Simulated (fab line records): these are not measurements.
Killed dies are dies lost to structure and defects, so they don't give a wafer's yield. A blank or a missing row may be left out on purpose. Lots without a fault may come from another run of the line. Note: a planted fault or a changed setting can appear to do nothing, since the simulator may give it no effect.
A struck lot beside a sound one ; flow n5Finfet ; 15 steps out of a route of 1938
Sound: the wafers L133.3, L133.4, L133.6. Struck: wafer L138.2 (left out: L138.5, L138.6 of the same lot, which were not struck); the cause appears at the end.
For every step that has rows: the tool of each side, followed by ch and its chambers, followed by its first start. Under that, the readings that differ: sound wafers ; struck wafers ; difference of the means ; sigmas: that difference in standard deviations of wafers without a fault.
alike: same words and numbers on both sides, and readings whose means sit less than 2 such deviations apart. not compared: any withheld reading, any reading some wafer has no value for, any bound like >300 that may hide the same value, and any number with overlapping values for which the record gives no deviation.
A row with sigmas, a row that says differs or no value, or rows on one side alone: a step with any of these is where the two part. Numbers that don't overlap but have no deviation are shown without sigmas and don't part them. A reading missing from all wafers of one side parts the sides only when that side holds two or more wafers.

first, 4 steps without rows for these wafers: N5_HKMG_FIN_SOFTBAKE_07 (time 60 s); N5_HKMG_FIN_EXPOSE_09 (exposes mask NWFM); N5_HKMG_FIN_PEB_10 (peb time 60 s); N5_HKMG_FIN_DEVELOP_11 (develop time 30 s).
N5_HKMG_FIN_CD_MEAS_12: the cd target is 92.8 nm.
  sound on cdSem-01 ch 0, day 5 23:55; struck on cdSem-02 ch 0, day 7 03:16
  alike: cdNm
N5_HKMG_FIN_OVL_MEAS_13:
  sound on overlay-02 ch 0, day 5 23:56; struck on overlay-02 ch 0, day 7 03:17
  alike: NWFM_OVL
N5_HKMG_FIN_INSPECT_14: inspects for defects (macro).
  sound: defectInspect-02 at day 5 23:58; struck: defectInspect-01 at day 7 03:19
  alike: rawDefectCount
N5_HKMG_FIN_DESCUM_17: chemistry O2, time 7.9 s.
  sound on rieDiel-03 ch 0,1,2, day 6 00:00; struck on rieDiel-01 ch 2, day 7 03:25
  alike: drypumpMotorCurrentA, oesProductAu, rfVppV, showerheadPlenumPTorr, throttleValvePct
  not compared: rfHoursCounterH
N5_HKMG_FIN_ETCH_31: etches SiARC in CF4, target depth 45.5 nm, time 75.8 s.
  sound on rieDiel-03 ch 0,1,2, day 6 00:02; struck on rieDiel-01 ch 2, day 7 03:28
reading;sound;struck;difference;sigmas
biasW (W);36.23 36.06 35.90;35.86;-0.20;-2
  alike: drypumpMotorCurrentA, etchRfOnTimeS, oesProductAu, rfVppV, showerheadPlenumPTorr, throttleValvePct
  not compared: rfHoursCounterH
N5_HKMG_FIN_ETCH_32: etches SOC in N2/H2, target depth 240 nm, time 300 s.
  sound on rieDiel-03 ch 0,1,2, day 6 00:05; struck on rieDiel-01 ch 2, day 7 03:31
  alike: biasW, drypumpMotorCurrentA, oesProductAu, rfVppV, showerheadPlenumPTorr, throttleValvePct
  not compared: rfHoursCounterH
then, 1 step without rows for these wafers: N5_HKMG_FIN_STRIP_33 (strips in N2/H2).
N5_HKMG_FIN_STRIP_34: strips in CF4.
  sound on rieDiel-03 ch 0,1,2, day 6 00:17; struck on rieDiel-01 ch 2, day 7 03:42
reading;sound;struck;difference;sigmas
powerW (W);301.3 300.3 299.2;298.2;-2.1;-2
  alike: drypumpMotorCurrentA, oesProductAu, rfVppV, showerheadPlenumPTorr, throttleValvePct
  not compared: rfHoursCounterH
N5_HKMG_FIN_ETCH_35: etches SOC in N2/H2, target depth 215.8 nm, time 243.4 s.
  sound on rieDiel-03 ch 0,1,2, day 6 00:18; struck on rieDiel-01 ch 2, day 7 03:43
reading;sound;struck;difference;sigmas
biasW (W);5.005 4.978 4.982;5.291;+0.303;+20
rfVppV (V);143.3 141.6 142.0;144.9;+2.6;+3
model.etch.depthNm (nm);210.3 212.7 212.6;222;+10;
  alike: drypumpMotorCurrentA, oesProductAu, showerheadPlenumPTorr, throttleValvePct
  not compared: rfHoursCounterH
N5_HKMG_FIN_STRIP_92: strips SOC in N2/H2, time 20 s.
  sound on rieDiel-03 ch 0,1,2, day 6 00:27; struck on rieDiel-01 ch 2, day 7 03:52
  alike: drypumpMotorCurrentA, oesProductAu, powerW, rfVppV, showerheadPlenumPTorr, throttleValvePct
  not compared: rfHoursCounterH
-- here the record skips 5 days between the struck wafers' starts before and after, leaving off in module HKMG_FIN and picking up in module BEOL_M4 (first step shown: number 1111 of the route) --
N5_BEOL_M4_RC_MEAS_101:
  sound on prober-02 ch 0, day 10 18:48; struck on prober-01 ch 0, day 12 05:35
  alike: DIBL_N, DIBL_P, IOFF_N, IOFF_P, ION_N, ION_P, SS_N, SS_P, VT_N, VT_P

## WHERE THEY PART
Last at N5_HKMG_FIN_ETCH_35 as far as this record goes, first at N5_HKMG_FIN_ETCH_31. Later steps at which nothing parts them and some readings are alike: N5_HKMG_FIN_STRIP_92, N5_BEOL_M4_RC_MEAS_101.

WHY: the cause the simulator had injected
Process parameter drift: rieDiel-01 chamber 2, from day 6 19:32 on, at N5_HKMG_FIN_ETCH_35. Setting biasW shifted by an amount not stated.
